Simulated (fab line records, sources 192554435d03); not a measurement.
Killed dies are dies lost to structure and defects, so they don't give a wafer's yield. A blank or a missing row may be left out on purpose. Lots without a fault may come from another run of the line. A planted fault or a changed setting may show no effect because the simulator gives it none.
Which tool did it? | flow n5_finfet | 12 lots, 36 wafers sampled, at 6 steps of a route of 1938

WHAT THE GAUGES READ, wafer by wafer
N5_BEOL_M5_RS_MEAS_57: measures by four-point-probe.
lot  | measured     | on            | M5_RS (ohm/sq)
L076 | day 10 01:28 | film_metro-02 | 0.394 0.406 0.391
L079 | day 10 20:04 | film_metro-01 | 0.385 0.391 0.395
L078 | day 11 02:17 | film_metro-02 | 0.396 0.401 0.393
L080 | day 11 08:24 | film_metro-02 | 0.371 0.392 0.396
L082 | day 12 07:13 | film_metro-01 | 0.395 0.391 0.391
L086 | day 12 22:15 | film_metro-01 | 0.388 0.388 0.399
L087 | day 13 04:02 | film_metro-01 | 0.396 0.398 0.404
L088 | day 13 20:47 | film_metro-02 | 0.383 0.372 0.374
L091 | day 14 00:16 | film_metro-01 | 0.389 0.389 0.379
L093 | day 14 09:24 | film_metro-01 | 0.392 0.379 0.388
L095 | day 15 16:53 | film_metro-02 | 0.397 0.385 0.389
L097 | day 16 02:59 | film_metro-01 | 0.402 0.417 0.418

WHICH TOOL RAN EACH LOT (tool, then ch and the chambers of the sampled wafers, then the start)
lot  | N5_BEOL_M5_DESCUM_33               | N5_BEOL_M5_STRIP_36                | N5_BEOL_M5_SURFACE_TREAT_87  | N5_BEOL_M5_SPUTTER_81        | N5_BEOL_M5_DEP_56
L076 | rie_diel-05 ch 0,2, day 9 08:56    | rie_diel-05 ch 0,2, day 9 09:10    | pvd_sputter-03, day 9 10:25  | pvd_sputter-02, day 9 13:10  | pecvd-02 ch 2, day 10 01:23
L079 | rie_diel-02 ch 0,1,2, day 10 12:44 | rie_diel-02 ch 0,1,2, day 10 12:58 | pvd_sputter-02, day 10 14:22 | pvd_sputter-01, day 10 15:44 | pecvd-02 ch 0,1,2, day 10 20:00
L078 | rie_diel-06 ch 0,1,3, day 10 19:07 | rie_diel-06 ch 0,1,3, day 10 19:21 | pvd_sputter-02, day 10 20:29 | pvd_sputter-03, day 10 21:58 | pecvd-04 ch 0,1, day 11 02:13
L080 | rie_diel-06 ch 0,1,3, day 11 00:53 | rie_diel-06 ch 0,1,3, day 11 01:07 | pvd_sputter-01, day 11 02:27 | pvd_sputter-02, day 11 04:01 | pecvd-02 ch 1,2, day 11 08:20
L082 | rie_diel-06 ch 0,3, day 11 19:00   | rie_diel-06 ch 0,3, day 11 19:14   | pvd_sputter-03, day 11 20:52 | pvd_sputter-03, day 11 23:57 | pecvd-02 ch 0,1,2, day 12 07:08
L086 | rie_diel-05 ch 0,2,3, day 12 10:09 | rie_diel-05 ch 0,2,3, day 12 10:23 | pvd_sputter-02, day 12 11:56 | pvd_sputter-02, day 12 15:34 | pecvd-03 ch 0,1, day 12 22:10
L087 | rie_diel-05 ch 0,2,3, day 12 18:25 | rie_diel-05 ch 0,2,3, day 12 18:38 | pvd_sputter-02, day 12 20:07 | pvd_sputter-03, day 12 22:44 | pecvd-03 ch 0,1,2, day 13 03:58
L088 | rie_diel-06 ch 1,2, day 13 12:49   | rie_diel-06 ch 1,2, day 13 13:03   | pvd_sputter-02, day 13 15:07 | pvd_sputter-02, day 13 16:29 | pecvd-02 ch 0,1, day 13 20:44
L091 | rie_diel-06 ch 0,1,2, day 13 16:21 | rie_diel-06 ch 0,1,2, day 13 16:35 | pvd_sputter-03, day 13 18:08 | pvd_sputter-01, day 13 19:38 | pecvd-04 ch 0,1, day 14 00:13
L093 | rie_diel-02 ch 0,2,3, day 14 01:41 | rie_diel-02 ch 0,2,3, day 14 01:55 | pvd_sputter-02, day 14 03:35 | pvd_sputter-01, day 14 05:05 | pecvd-02 ch 1,2, day 14 09:20
L095 | rie_diel-06 ch 1,2, day 15 08:07   | rie_diel-06 ch 1,2, day 15 08:20   | pvd_sputter-03, day 15 10:08 | pvd_sputter-03, day 15 11:43 | pecvd-02 ch 0,1, day 15 16:49
L097 | rie_diel-05 ch 0,2,3, day 15 20:01 | rie_diel-05 ch 0,2,3, day 15 20:14 | pvd_sputter-03, day 15 21:21 | pvd_sputter-02, day 15 22:40 | pecvd-02 ch 0,2, day 16 02:55
- N5_BEOL_M5_DESCUM_33: chemistry O2, time 7 s.
- N5_BEOL_M5_STRIP_36: strips in N2/H2.
- N5_BEOL_M5_SURFACE_TREAT_87
- N5_BEOL_M5_SPUTTER_81: material Cu, target thk 15 nm, time 27.62 s.
- N5_BEOL_M5_DEP_56: deposits SiCN from 3MS/NH3, target thk 8 nm, time 14 s.

THE ANSWER, worked out from the rows above alone
Rule: what is usual is taken from the lots themselves. Put in order of their means at a reading, lots are off if they are a third of the lots or fewer, leave a main group of 4 or more, and stand apart from it by a gap of 3 or more times the standard deviation of the main group's means; of several such gaps the widest counts. A main group whose means are all the same, to the digits that the tables above print for the reading, isn't used. A lot without any number at a reading at which 4 lots or more have one is off too. The other lots that the step has rows for count as sound.
No lot is off at any reading shown: from this, nothing can be told.

WHAT THE SIMULATOR HAD PUT IN
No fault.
